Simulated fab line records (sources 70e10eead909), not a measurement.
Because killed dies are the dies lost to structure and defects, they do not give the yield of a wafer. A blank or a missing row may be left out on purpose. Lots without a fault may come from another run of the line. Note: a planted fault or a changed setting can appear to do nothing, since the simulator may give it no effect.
fab line records	flow nandHarc
record lots=24	wafers=72	lastDay=34
route steps=1302 shown A_CONTACT@1098 A_BLC@1117 A_M0@1157
lots untouched by any fault: they come from a run of this same line in which no faults occurred
startH: the number of hours between the record's first day and the start of the first shown wafer of the lot	waitH: hours elapsed since this lot's preceding step	" unchanged from the row above	L1.1+2: several wafers, shown together as one row	- no value present, or no start provided	* or withheld: withheld	< > ~ a bound
route shown NAME@n: NAME is a module with steps in the file, n the number in the route of the first one	usual: mean/standard deviation taken from wafers without a fault	same: alike in all rows	chamber/n: place in a boat	sites: each site's reading	_std_site: the standard deviation of these	_edge_site: mean of outer sites minus mean of inner sites	radiusMm: for every site, how far away it sits from the centre of the wafer	mask NAME#n: copy n	behind: the tool/chamber that last shaped the wafer	hold: the reason the lot was held/the length of the hold in hours/how it ended	device: names the non-switching transistor (n, p or np)	end of line: tests run on the same wafers once the route is complete	a step with no rows: only its recipe	killed: count of dies lost to structure and defects at first sort (not the wafer's yield)	map: the dies of a wafer, with x for killed, . for not killed, _ for no die there
set.NAME: the setting that was run; set.NAME@STEP: the one run at that earlier step	model.NAME: the simulator's own value behind a step, which no gauge read
a sample of lots followed through the steps of the route, with each step as a table and each wafer as a row
services: the hour from which a tool's chamber was out of use, counted from the record's first day as startH (under 0 if before that day), plus the number of hours and why
## steps
# step NHARC_A_CONTACT_ETCH_110
# recipe targetDepthA=600	overetchA=60	timeS=33	ionEnergyEv=100	cf4FlowSccm=80	o2FlowSccm=20	arFlowSccm=0	rfW=300	biasW=100	chemistry=CF4/O2
# usual biasW=100.06/0.27	chamberPressureMTorr=30.000/0.028	drypumpMotorCurrentA=5.7/0.42	oesProductAu=1.001/0.0069	rfVppV=198.0/1.5	showerheadPlenumPTorr=1.35/0.069	throttleValvePct=13.397/0.0088
lot.wafer	tool	chamber	startH	waitH	biasW	chamberPressureMTorr	drypumpMotorCurrentA	oesProductAu	rfHoursCounterH	rfVppV	showerheadPlenumPTorr	throttleValvePct
L074.2	rieDiel-04	1	519.60	0.0	100.23	29.984	6.3	0.989	53	197.2	1.29	13.379
L074.3	"	2	"	"	100.03	29.990	6.3	1.008	54	196.9	1.36	13.393
L074.1	"	0	"	"	100.72	30.039	6.2	0.990	49	196.4	1.26	13.399
L075.4	rieDiel-05	0	521.40	0.1	99.59	29.990	6.0	0.990	13	196.9	1.32	13.417
L075.1	"	1	"	"	99.52	30.008	5.1	1.003	15	199.3	1.41	13.405
L075.2	"	2	"	"	100.36	29.984	5.8	1.003	16	195.7	1.27	13.390
L076.3	rieDiel-05	0	525.71	0.1	100.43	30.017	6.0	0.977	14	198.6	1.32	13.394
L076.6	"	2	"	"	99.87	30.031	5.8	0.999	-	194.5	1.26	13.393
L076.5	"	3	"	"	99.96	29.976	5.2	0.992	-	200.0	1.44	13.396
L077.2	rieDiel-01	3	538.78	0.1	100.49	29.951	5.9	1.002	52	198.6	1.42	13.401
L077.3	"	0	"	"	99.85	29.983	5.7	1.013	55	194.6	1.28	13.397
L077.1	"	2	"	"	100.51	29.982	6.1	0.997	58	199.9	1.43	13.388
L078.1	rieDiel-01	0	550.22	0.1	100.32	29.989	5.7	1.010	59	195.4	1.27	13.391
L078.4	"	2	"	"	100.17	30.012	6.1	1.000	61	198.7	1.43	13.389
L078.5	"	1	"	"	99.72	30.029	5.4	0.999	-	196.7	1.29	13.402
L080.2	rieDiel-05	3	574.15	0.1	100.00	30.029	5.2	1.000	29	199.3	1.44	13.381
L080.1	"	0	"	"	99.92	30.002	6.0	0.987	23	197.1	1.32	13.404
L080.4	"	1	"	"	100.24	29.984	5.1	1.002	-	197.8	1.41	13.407
L079.4	rieDiel-05	3	575.96	0.1	100.22	30.015	5.2	1.010	-	200.8	1.44	13.397
L079.6	"	0	"	"	100.10	30.051	6.0	0.990	-	197.4	1.32	13.392
L079.5	"	1	"	"	100.23	29.964	5.1	0.990	-	198.9	1.41	13.407
L081.3	rieDiel-01	0	585.05	0.1	100.12	29.984	5.6	0.989	8	196.5	1.27	13.398
L081.2	"	3	"	"	100.11	29.997	5.9	0.998	5	198.9	1.42	13.402
L081.6	"	0	"	"	100.58	29.976	5.7	0.994	-	196.5	1.27	13.403
L082.2	rieDiel-01	3	590.97	0.2	100.53	29.990	5.9	1.008	8	199.1	1.42	13.401
L082.6	"	1	"	"	99.66	30.042	5.4	1.007	-	197.6	1.29	13.388
L082.5	"	2	"	"	99.93	30.000	6.1	1.001	-	197.6	1.43	13.401
L084.4	rieDiel-04	3	607.85	0.1	100.00	30.029	5.5	1.007	22	198.3	1.43	13.415
L084.2	"	0	"	"	100.14	29.977	6.2	1.000	22	197.0	1.26	13.390
L084.6	"	2	"	"	100.22	30.013	6.3	0.999	-	196.7	1.36	13.401
L083.4	rieDiel-05	2	610.25	0.1	99.94	30.063	5.8	0.992	3	197.0	1.26	13.402
L083.2	"	1	"	"	99.75	29.998	5.1	1.012	3	198.1	1.41	13.383
L083.5	"	2	"	"	100.01	29.980	5.8	1.002	-	196.4	1.26	13.404
L085.2	rieDiel-05	3	617.24	0.1	100.29	29.979	5.2	0.999	4	199.3	1.44	13.386
L085.3	"	0	"	"	100.25	29.980	6.0	0.991	4	198.0	1.32	13.403
L085.4	"	2	"	"	100.27	29.992	5.8	1.004	4	197.1	1.26	13.393
L086.3	rieDiel-04	3	642.69	0.1	100.89	29.999	5.5	1.002	37	200.6	1.42	13.388
L086.2	"	0	"	"	100.39	30.006	6.2	1.008	36	195.4	1.26	13.388
L086.5	"	2	"	"	100.01	29.961	6.3	1.003	-	198.2	1.36	13.400
L087.3	rieDiel-01	3	645.22	0.0	100.47	30.052	5.9	1.001	24	200.6	1.41	13.409
L087.4	"	0	"	"	99.85	29.989	5.6	1.010	28	196.0	1.27	13.387
L087.2	"	2	"	"	99.92	29.958	6.1	1.006	26	199.3	1.42	13.391
L089.4	rieDiel-01	3	656.18	0.1	100.02	30.016	5.9	1.004	28	198.6	1.41	13.410
L089.1	"	1	"	"	99.89	29.967	5.4	1.007	36	196.7	1.28	13.401
L089.2	"	2	"	"	99.90	30.013	6.1	0.989	32	199.5	1.42	13.410
L090.3	rieDiel-01	2	657.84	0.1	100.19	29.933	6.1	1.012	32	198.8	1.42	13.397
L090.2	"	3	"	"	99.82	30.047	5.9	1.012	28	200.2	1.41	13.383
L090.6	"	2	"	"	100.27	30.060	6.1	1.012	-	200.3	1.42	13.405
L088.3	rieDiel-05	0	659.58	0.1	99.94	29.965	6.0	1.010	13	195.5	1.32	13.407
L088.2	"	3	"	"	99.64	30.018	5.2	1.009	12	200.0	1.44	13.402
L088.6	"	0	"	"	99.96	30.031	6.1	1.001	-	197.6	1.32	13.384
L091.4	rieDiel-04	1	693.97	0.1	100.17	29.994	6.3	1.009	47	196.1	1.27	13.412
L091.1	"	3	"	"	99.83	30.050	5.5	1.008	55	199.3	1.42	13.389
L091.3	"	0	"	"	100.12	30.003	6.2	0.996	56	197.6	1.25	13.405
L092.1	rieDiel-04	0	698.09	0.1	99.61	29.993	6.1	0.988	57	195.1	1.25	13.392
L092.5	"	2	"	"	99.97	29.981	6.3	0.996	-	198.8	1.35	13.386
L092.6	"	3	"	"	100.01	29.990	5.4	1.002	-	198.4	1.42	13.387
L093.1	rieDiel-05	0	709.77	0.2	99.75	30.061	6.0	1.004	18	196.3	1.32	13.388
L093.3	"	1	"	"	99.98	29.982	5.1	1.005	19	199.9	1.41	13.404
L093.5	"	0	"	"	99.49	29.993	6.0	1.004	-	198.3	1.32	13.407
L094.4	rieDiel-05	1	713.81	0.1	100.16	30.028	5.1	1.005	20	198.3	1.41	13.404
L094.3	"	2	"	"	100.33	29.986	5.8	0.996	21	196.8	1.26	13.401
L094.5	"	2	"	"	100.06	30.010	5.8	0.998	-	197.8	1.26	13.408
L095.1	rieDiel-05	0	725.81	0.1	100.25	29.991	6.0	0.996	22	196.9	1.32	13.403
L095.4	"	2	"	"	100.11	29.987	5.8	0.992	23	195.6	1.26	13.396
L095.5	"	1	"	"	100.11	29.993	5.1	0.996	-	199.2	1.41	13.401
L096.3	rieDiel-01	3	730.18	0.1	99.82	30.039	5.9	1.002	55	200.2	1.41	13.400
L096.4	"	2	"	"	99.56	30.003	6.1	1.008	59	199.8	1.42	13.379
L096.5	"	3	"	"	100.23	29.962	5.9	1.004	-	198.0	1.41	13.387
L097.4	rieDiel-05	3	738.67	0.1	100.16	30.011	5.2	0.997	25	197.7	1.43	13.390
L097.1	"	2	"	"	99.73	29.971	5.9	0.996	26	196.5	1.26	13.387
L097.5	"	0	"	"	100.14	29.955	6.0	0.996	-	196.4	1.32	13.384
# step NHARC_A_BLC_CD_MEAS_10
# recipe targetCdNm=100	landingEnergyEv=500
# usual cdNm=100.0/0.47
lot.wafer	tool	chamber	startH	waitH	cdNm
L074.1	cdSem-03	0	522.22	-	99.7
L074.2	"	0	"	"	99.7
L074.3	"	0	"	"	100.2
L075.1	cdSem-03	0	524.08	-	100.0
L075.2	"	0	"	"	99.9
L075.4	"	0	"	"	100.4
L076.3	cdSem-01	0	528.35	-	100.2
L076.5	"	0	"	"	100.0
L076.6	"	0	"	"	100.2
L077.1	cdSem-02	0	541.55	-	100.3
L077.2	"	0	"	"	101.0
L077.3	"	0	"	"	101.6
L078.1	cdSem-02	0	553.22	-	99.7
L078.4	"	0	"	"	100.3
L078.5	"	0	"	"	100.1
L080.1	cdSem-02	0	576.85	-	100.2
L080.2	"	0	"	"	99.7
L080.4	"	0	"	"	99.9
L079.4	cdSem-03	0	578.69	-	99.5
L079.5	"	0	"	"	100.2
L079.6	"	0	"	"	100.8
L081.2	cdSem-01	0	587.60	-	100.8
L081.3	"	0	"	"	100.7
L081.6	"	0	"	"	100.8
L082.2	cdSem-02	0	593.50	-	99.9
L082.5	"	0	"	"	100.2
L082.6	"	0	"	"	100.0
L084.2	cdSem-02	0	610.48	-	99.5
L084.4	"	0	"	"	100.0
L084.6	"	0	"	"	100.0
L083.2	cdSem-01	0	612.99	-	100.5
L083.4	"	0	"	"	100.3
L083.5	"	0	"	"	100.2
L085.2	cdSem-03	0	619.88	-	100.1
L085.3	"	0	"	"	100.6
L085.4	"	0	"	"	100.3
L086.2	cdSem-02	0	645.34	-	100.1
L086.3	"	0	"	"	99.7
L086.5	"	0	"	"	99.9
L087.2	cdSem-02	0	647.86	-	99.6
L087.3	"	0	"	"	99.4
L087.4	"	0	"	"	100.1
L089.1	cdSem-01	0	658.86	-	99.6
L089.2	"	0	"	"	99.2
L089.4	"	0	"	"	99.8
L090.2	cdSem-03	0	660.53	-	99.5
L090.3	"	0	"	"	100.2
L090.6	"	0	"	"	100.4
L088.2	cdSem-01	0	662.24	-	99.1
L088.3	"	0	"	"	99.6
L088.6	"	0	"	"	98.9
L091.1	cdSem-02	0	696.61	-	100.0
L091.3	"	0	"	"	100.0
L091.4	"	0	"	"	99.9
L092.1	cdSem-02	0	700.60	-	100.6
L092.5	"	0	"	"	100.4
L092.6	"	0	"	"	100.1
L093.1	cdSem-01	0	712.33	-	99.5
L093.3	"	0	"	"	98.9
L093.5	"	0	"	"	100.1
L094.3	cdSem-01	0	716.49	-	99.9
L094.4	"	0	"	"	99.6
L094.5	"	0	"	"	99.3
L095.1	cdSem-03	0	728.34	-	100.3
L095.4	"	0	"	"	101.0
L095.5	"	0	"	"	99.7
L096.3	cdSem-01	0	732.86	-	100.2
L096.4	"	0	"	"	100.8
L096.5	"	0	"	"	100.5
L097.1	cdSem-03	0	741.31	-	100.5
L097.4	"	0	"	"	100.0
L097.5	"	0	"	"	99.8
# step NHARC_A_BLC_DEGAS_30
# recipe tempC=300	timeS=60
# usual heaterPowerW=466/49	susceptorTempC=299.97/0.18
lot.wafer	tool	chamber	startH	waitH	heaterPowerW	susceptorTempC
L074.3	pvdSputter-03	-	523.97	-	455	299.78
L074.2	"	-	"	"	441	300.05
L074.1	"	-	"	"	393	299.99
L075.2	pvdSputter-02	-	525.83	-	472	-
L075.1	"	-	"	"	516	-
L075.4	"	-	"	"	406	-
L076.3	pvdSputter-01	-	530.46	-	467	299.87
L076.5	"	-	"	"	395	299.64
L076.6	"	-	"	"	430	299.86
L077.3	pvdSputter-01	-	543.35	-	402	299.83
L077.2	"	-	"	"	440	299.97
L077.1	"	-	"	"	596	300.05
L078.1	pvdSputter-02	-	555.09	-	493	299.67
L078.4	"	-	"	"	479	299.92
L078.5	"	-	"	"	515	299.95
L080.1	pvdSputter-02	-	578.67	-	487	299.76
L080.2	"	-	"	"	522	299.98
L080.4	"	-	"	"	492	299.72
L079.4	pvdSputter-02	-	580.49	-	489	300.09
L079.5	"	-	"	"	483	300.09
L079.6	"	-	"	"	404	299.89
L081.2	pvdSputter-03	-	589.53	-	450	299.65
L081.3	"	-	"	"	424	299.88
L081.6	"	-	"	"	427	299.97
L082.2	pvdSputter-01	-	595.43	-	588	300.21
L082.6	"	-	"	"	421	299.99
L082.5	"	-	"	"	603	299.88
L084.2	pvdSputter-03	-	612.22	-	413	300.19
L084.4	"	-	"	"	458	300.07
L084.6	"	-	"	"	442	300.18
L083.4	pvdSputter-02	-	614.85	-	523	-
L083.2	"	-	"	"	478	-
L083.5	"	-	"	"	489	-
L085.2	pvdSputter-03	-	621.63	-	414	299.72
L085.3	"	-	"	"	471	299.71
L085.4	"	-	"	"	451	300.08
L086.3	pvdSputter-03	-	647.09	-	482	299.70
L086.2	"	-	"	"	429	300.23
L086.5	"	-	"	"	423	300.07
L087.2	pvdSputter-02	-	649.63	-	421	300.31
L087.3	"	-	"	"	475	300.30
L087.4	"	-	"	"	489	300.08
L089.4	pvdSputter-02	-	660.84	-	501	-
L089.2	"	-	"	"	492	-
L089.1	"	-	"	"	480	-
L090.2	pvdSputter-01	-	662.31	-	587	300.12
L090.3	"	-	"	"	413	299.95
L090.6	"	-	"	"	594	299.84
L088.2	pvdSputter-01	-	664.04	-	582	300.20
L088.3	"	-	"	"	474	300.16
L088.6	"	-	"	"	421	300.33
L091.3	pvdSputter-01	-	698.36	-	497	299.96
L091.4	"	-	"	"	411	300.35
L091.1	"	-	"	"	593	299.82
L092.1	pvdSputter-02	-	702.37	-	503	299.90
L092.5	"	-	"	"	473	300.11
L092.6	"	-	"	"	414	299.92
L093.3	pvdSputter-02	-	714.07	-	480	299.95
L093.1	"	-	"	"	495	300.09
L093.5	"	-	"	"	483	300.17
L094.3	pvdSputter-01	-	718.25	-	415	299.97
L094.4	"	-	"	"	574	300.29
L094.5	"	-	"	"	486	300.09
L095.1	pvdSputter-01	-	730.09	-	588	299.88
L095.4	"	-	"	"	478	299.86
L095.5	"	-	"	"	486	299.76
L096.3	pvdSputter-03	-	734.60	-	491	300.00
L096.4	"	-	"	"	449	299.94
L096.5	"	-	"	"	497	299.63
L097.4	pvdSputter-03	-	743.39	-	470	299.98
L097.1	"	-	"	"	436	299.73
L097.5	"	-	"	"	458	300.20
# step NHARC_A_BLC_CMP_25
# recipe tOverpolishS=30	targetThkNm=150
# usual motorCurrentA=11.9/0.82	overpolishRunS=30.001/0.0096	timeToEndpointS=30.0/2.3
lot.wafer	tool	chamber	startH	waitH	motorCurrentA	overpolishRunS	timeToEndpointS
L074.1	cmp-02	2	524.96	0.4	12.6	29.992	26.5
L074.2	"	0	"	"	11.1	30.006	29.2
L074.3	"	1	"	"	10.8	30.002	26.9
L075.2	cmp-03	2	526.87	0.4	11.0	29.997	30.0
L075.4	"	3	"	"	12.7	30.013	30.5
L075.1	"	0	"	"	11.0	29.984	29.9
L076.3	cmp-03	2	531.46	0.3	10.9	30.013	29.1
L076.5	"	0	"	"	11.1	30.000	31.9
L076.6	"	1	"	"	12.5	30.009	31.6
L077.2	cmp-03	3	544.35	0.4	12.5	30.007	32.7
L077.3	"	0	"	"	11.9	30.016	34.5
L077.1	"	2	"	"	11.7	30.014	30.4
L078.1	cmp-01	2	556.05	0.4	11.7	30.013	27.7
L078.4	"	1	"	"	11.4	29.978	27.9
L078.5	"	3	"	"	11.8	30.002	29.4
L080.2	cmp-03	3	579.67	0.5	13.5	30.007	31.5
L080.1	"	0	"	"	11.0	30.005	31.0
L080.4	"	1	"	"	13.0	29.990	30.7
L079.4	cmp-02	2	581.47	0.3	12.2	29.985	27.4
L079.6	"	2	"	"	12.5	30.004	26.0
L079.5	"	3	"	"	12.1	29.988	27.4
L081.3	cmp-02	2	590.50	0.2	12.6	30.008	27.8
L081.2	"	3	"	"	12.4	30.006	28.1
L081.6	"	3	"	"	12.8	30.002	32.0
L082.2	cmp-01	1	596.38	0.4	11.6	29.995	25.6
L082.6	"	1	"	"	12.2	30.002	29.0
L082.5	"	2	"	"	11.2	29.982	28.6
L084.2	cmp-01	1	613.66	0.7	12.2	30.013	26.0
L084.4	"	2	"	"	11.5	29.985	26.8
L084.6	"	1	"	"	11.8	29.986	26.8
L083.4	cmp-02	3	616.27	0.4	12.9	30.005	32.2
L083.2	"	1	"	"	11.3	29.998	31.9
L083.5	"	3	"	"	12.7	30.009	30.4
L085.2	cmp-02	3	623.07	0.7	13.4	29.988	29.4
L085.4	"	1	"	"	11.7	30.012	29.9
L085.3	"	2	"	"	12.1	30.011	31.2
L086.2	cmp-02	0	648.10	0.5	11.4	29.999	31.5
L086.3	"	1	"	"	11.3	30.002	31.2
L086.5	"	3	"	"	13.1	29.999	31.6
L087.3	cmp-03	1	650.62	0.3	12.7	29.991	33.0
L087.4	"	3	"	"	12.7	29.995	31.1
L087.2	"	0	"	"	11.4	30.011	32.2
L089.4	cmp-02	3	661.84	0.3	12.8	29.994	29.9
L089.2	"	0	"	"	11.6	30.016	30.0
L089.1	"	1	"	"	10.9	29.989	29.6
L090.3	cmp-01	2	663.29	0.2	11.4	30.002	31.1
L090.2	"	1	"	"	11.6	29.993	32.9
L090.6	"	2	"	"	11.6	29.994	30.2
L088.3	cmp-03	3	665.00	0.3	13.5	30.013	31.6
L088.2	"	0	"	"	11.1	29.996	29.6
L088.6	"	3	"	"	12.8	30.013	31.6
L091.3	cmp-03	2	699.36	0.3	10.6	29.989	30.1
L091.4	"	3	"	"	12.6	30.008	33.6
L091.1	"	0	"	"	10.9	30.021	34.7
L092.1	cmp-03	3	703.40	0.5	13.4	30.008	30.8
L092.5	"	0	"	"	11.0	30.010	29.6
L092.6	"	1	"	"	12.8	30.010	31.9
L093.1	cmp-03	3	715.05	0.5	12.8	29.977	30.6
L093.3	"	2	"	"	10.9	29.992	27.2
L093.5	"	0	"	"	10.6	30.006	28.2
L094.4	cmp-03	3	719.20	0.2	12.8	30.006	30.2
L094.3	"	0	"	"	11.4	29.995	31.5
L094.5	"	3	"	"	13.6	30.014	30.5
L095.4	cmp-03	2	731.09	0.3	11.3	30.000	28.3
L095.1	"	0	"	"	11.4	29.999	33.8
L095.5	"	2	"	"	11.7	30.006	27.9
L096.3	cmp-03	3	735.62	0.3	13.4	29.991	30.2
L096.4	"	0	"	"	11.4	30.002	32.6
L096.5	"	1	"	"	12.0	30.011	28.4
L097.1	cmp-02	3	744.37	0.5	12.8	29.992	26.3
L097.4	"	2	"	"	12.6	30.001	23.5
L097.5	"	0	"	"	11.4	30.010	30.5
# step NHARC_A_M0_PRE_CLEAN_29
# recipe timeS=30	tempC=280	gas=H2/He
# usual heaterPowerW=411/46	susceptorTempC=280.01/0.19
lot.wafer	tool	chamber	startH	waitH	heaterPowerW	susceptorTempC
L074.1	pvdSputter-02	-	-	-	466	280.04
L074.3	"	-	"	"	435	279.77
L074.2	"	-	"	"	364	280.04
L075.4	pvdSputter-01	-	-	-	359	280.28
L075.1	"	-	"	"	380	279.79
L075.2	"	-	"	"	527	279.88
L076.3	pvdSputter-01	-	-	-	382	279.93
L076.6	"	-	"	"	346	279.79
L076.5	"	-	"	"	381	279.88
L077.2	pvdSputter-02	-	-	-	457	279.69
L077.3	"	-	"	"	363	280.22
L077.1	"	-	"	"	425	279.97
L078.4	pvdSputter-01	-	-	-	357	280.18
L078.1	"	-	"	"	376	279.68
L078.5	"	-	"	"	351	279.94
L080.1	pvdSputter-03	-	-	-	371	280.04
L080.2	"	-	"	"	377	280.29
L080.4	"	-	"	"	429	280.17
L079.4	pvdSputter-03	-	-	-	370	280.04
L079.6	"	-	"	"	425	279.98
L079.5	"	-	"	"	372	280.21
L081.3	pvdSputter-03	-	-	-	383	-
L081.2	"	-	"	"	404	-
L081.6	"	-	"	"	382	-
L082.2	pvdSputter-03	-	-	-	388	279.73
L082.5	"	-	"	"	399	279.80
L082.6	"	-	"	"	373	279.97
L084.2	pvdSputter-01	-	-	-	355	280.33
L084.4	"	-	"	"	366	280.20
L084.6	"	-	"	"	360	280.15
L083.4	pvdSputter-02	-	-	-	450	280.28
L083.2	"	-	"	"	410	280.17
L083.5	"	-	"	"	448	280.05
L085.2	pvdSputter-02	-	-	-	419	280.07
L085.4	"	-	"	"	461	279.91
L085.3	"	-	"	"	372	280.04
L086.2	pvdSputter-01	-	-	-	517	279.65
L086.3	"	-	"	"	429	280.41
L086.5	"	-	"	"	367	280.01
L087.3	pvdSputter-01	-	-	-	366	279.89
L087.4	"	-	"	"	366	279.73
L087.2	"	-	"	"	511	280.01
L089.2	pvdSputter-02	-	-	-	424	279.92
L089.4	"	-	"	"	372	279.82
L089.1	"	-	"	"	438	280.03
L090.3	pvdSputter-01	-	-	-	434	280.10
L090.2	"	-	"	"	365	279.89
L090.6	"	-	"	"	359	280.16
L088.2	pvdSputter-02	-	-	-	374	280.15
L088.3	"	-	"	"	417	280.27
L088.6	"	-	"	"	422	279.44
L091.3	pvdSputter-01	-	-	-	498	280.14
L091.4	"	-	"	"	370	280.12
L091.1	"	-	"	"	365	279.84
L092.1	pvdSputter-02	-	-	-	440	-
L092.5	"	-	"	"	428	-
L092.6	"	-	"	"	433	-
L093.3	pvdSputter-03	-	-	-	388	280.18
L093.1	"	-	"	"	412	280.21
L093.5	"	-	"	"	429	280.11
L094.4	pvdSputter-01	-	-	-	420	280.41
L094.3	"	-	"	"	369	280.01
L094.5	"	-	"	"	520	280.07
L095.1	pvdSputter-03	-	-	-	383	279.99
L095.4	"	-	"	"	395	280.06
L095.5	"	-	"	"	427	279.84
L096.4	pvdSputter-01	-	-	-	351	280.19
L096.3	"	-	"	"	519	280.12
L096.5	"	-	"	"	370	279.73
L097.4	pvdSputter-01	-	-	-	368	280.11
L097.1	"	-	"	"	432	280.04
L097.5	"	-	"	"	504	280.27
# step NHARC_A_M0_CMP_23
# recipe tOverpolishS=20	targetThkNm=113.75
# usual motorCurrentA=11.9/0.96	timeToEndpointS=29.2/2.3
lot.wafer	tool	chamber	startH	waitH	motorCurrentA	timeToEndpointS
L074.1	cmp-01	3	528.48	-	11.5	26.6
L074.2	"	0	"	"	12.3	27.2
L074.3	"	1	"	"	12.6	24.7
L075.2	cmp-04	1	530.33	-	10.8	29.1
L075.4	"	2	"	"	10.8	30.3
L075.1	"	3	"	"	11.0	32.9
L076.3	cmp-03	0	534.94	-	11.2	33.2
L076.5	"	3	"	"	13.0	30.6
L076.6	"	0	"	"	10.9	29.5
L077.3	cmp-04	2	547.90	-	11.0	29.9
L077.2	"	3	"	"	11.3	29.1
L077.1	"	0	"	"	13.4	31.6
L078.1	cmp-01	0	559.58	-	13.1	27.1
L078.4	"	2	"	"	11.5	27.9
L078.5	"	3	"	"	11.4	30.8
L080.1	cmp-03	1	583.06	-	12.4	31.9
L080.2	"	2	"	"	11.3	27.3
L080.4	"	0	"	"	11.0	28.1
L079.4	cmp-03	1	585.02	-	12.7	29.0
L079.6	"	3	"	"	13.2	29.5
L079.5	"	0	"	"	11.1	31.7
L081.2	cmp-04	3	594.04	-	11.8	32.7
L081.3	"	1	"	"	10.6	32.4
L081.6	"	2	"	"	11.3	32.9
L082.2	cmp-01	1	600.06	-	12.0	28.2
L082.6	"	0	"	"	12.9	24.5
L082.5	"	1	"	"	11.7	26.9
L084.4	cmp-04	3	617.09	-	10.8	26.0
L084.2	"	1	"	"	10.7	29.4
L084.6	"	3	"	"	11.7	28.9
L083.2	cmp-01	0	619.79	-	12.9	25.7
L083.4	"	2	"	"	10.9	27.9
L083.5	"	3	"	"	11.9	28.0
L085.3	cmp-01	3	626.56	-	11.8	26.9
L085.2	"	1	"	"	11.4	26.3
L085.4	"	2	"	"	10.9	24.8
L086.2	cmp-01	1	651.54	-	12.1	25.3
L086.3	"	0	"	"	12.7	27.1
L086.5	"	2	"	"	11.5	28.7
L087.4	cmp-04	0	654.14	-	14.1	28.4
L087.3	"	2	"	"	10.5	29.1
L087.2	"	3	"	"	11.0	28.5
L089.4	cmp-04	3	665.33	-	10.8	27.1
L089.2	"	0	"	"	13.5	27.0
L089.1	"	2	"	"	11.1	27.4
L090.2	cmp-03	2	666.65	-	11.1	26.9
L090.3	"	3	"	"	13.2	28.6
L090.6	"	3	"	"	13.0	27.2
L088.2	cmp-03	2	668.54	-	10.3	27.1
L088.3	"	3	"	"	13.3	30.1
L088.6	"	2	"	"	10.8	27.3
L091.4	cmp-01	1	702.84	-	12.3	29.0
L091.1	"	2	"	"	11.4	26.2
L091.3	"	0	"	"	12.7	27.4
L092.1	cmp-03	2	706.89	-	10.3	30.0
L092.6	"	1	"	"	13.0	33.8
L092.5	"	2	"	"	11.7	28.3
L093.3	cmp-04	3	718.54	-	11.9	31.7
L093.1	"	1	"	"	11.1	31.3
L093.5	"	0	"	"	13.5	28.1
L094.4	cmp-04	1	722.56	-	11.5	29.1
L094.3	"	0	"	"	14.6	28.5
L094.5	"	1	"	"	11.1	28.7
L095.1	cmp-01	3	734.42	-	11.5	32.2
L095.4	"	2	"	"	11.6	29.7
L095.5	"	0	"	"	12.4	29.6
L096.4	cmp-03	1	739.00	-	12.0	31.7
L096.3	"	0	"	"	10.9	31.8
L096.5	"	1	"	"	12.3	31.5
L097.1	cmp-01	2	755.69	-	11.9	33.2
L097.4	"	1	"	"	11.8	30.6
L097.5	"	3	"	"	11.4	36.1
## services
tool	chamber	startH	hours	kind
pvdSputter-03	-	526.91	10.0	pm
cmp-03	-	554.10	4.0	pm
cmp-01	-	577.62	4.0	pm
pvdSputter-01	-	582.00	10.0	pm
pvdSputter-01	-	600.61	2.0	repair
pvdSputter-02	-	638.08	10.0	pm
cmp-03	-	649.12	0.9	repair
cmp-03	-	652.20	4.0	pm
pvdSputter-03	-	652.81	2.8	repair
cmp-01	-	664.52	0.4	repair
cmp-01	-	666.61	0.6	repair
cmp-01	-	675.62	4.0	pm
pvdSputter-02	-	678.60	5.5	repair
cmp-01	-	685.07	2.2	repair
pvdSputter-01	-	689.95	1.1	repair
pvdSputter-03	-	704.91	10.0	pm
cmp-01	-	717.16	0.9	repair
cmp-03	-	720.94	5.8	repair
cmp-01	-	730.97	0.5	repair
cmp-01	-	736.75	0.6	repair
pvdSputter-02	-	741.35	0.8	repair
cmp-03	-	744.59	0.9	repair
pvdSputter-01	-	747.56	12.3	repair
cmp-03	-	750.27	4.0	pm
## key
fault none
